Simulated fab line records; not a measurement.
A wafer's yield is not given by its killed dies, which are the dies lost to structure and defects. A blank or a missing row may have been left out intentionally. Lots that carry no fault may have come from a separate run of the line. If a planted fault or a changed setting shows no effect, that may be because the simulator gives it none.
Chamber matching ; flow n5Finfet ; 4 sister chambers for N5_BEOL_M3_ETCH_63 on rieDiel-02
The step etches SiARC in CF4, target depth 15.6 nm, time 26 s. 4 wafers are shown with their chamber, then 10 later ones without.

EACH WAFER AND ITS CHAMBER
wafer;chamber;throttleValvePct (%)
L084.4;2;15.81
L084.5;0;15.04
L087.1;1;15.45
L087.4;3;15.70

WAFERS WITHOUT THEIR CHAMBER
wafer;throttleValvePct (%)
L087.5;15.06
L089.2;15.82
L089.4;15.72
L089.6;15.70
L092.3;15.06
L092.4;15.72
L092.5;15.46
L097.1;15.76
L097.2;15.84
L097.6;15.08

THE CHAMBER EACH PASSED THROUGH
wafer;from the rows above;in truth
L087.5;0;0
L089.2;2;2
L089.4;3;3
L089.6;3;3
L092.3;0;0
L092.4;3;3
L092.5;1;1
L097.1;can't be placed: 2 or 3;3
L097.2;2;2
L097.6;0;0
9 of 10 placed correctly. Unplaceable from these rows: 1, with the true chamber sitting among the candidates in 1. Placed wrongly: 0.
How it was worked out, from the rows above alone: a wafer's distance from a chamber is the root of the sum, over the readings, of the square of ((its reading less the chamber's mean) divided by the reading's scatter). If the next closest chamber is less than 2 further off than the closest, the wafer can't be placed; otherwise it belongs to the closest. The mean given for a chamber averages the wafers shown for that chamber. The scatter: root of mean squared gap, hidden wafer to nearest shown wafer, with one shown wafer a chamber.
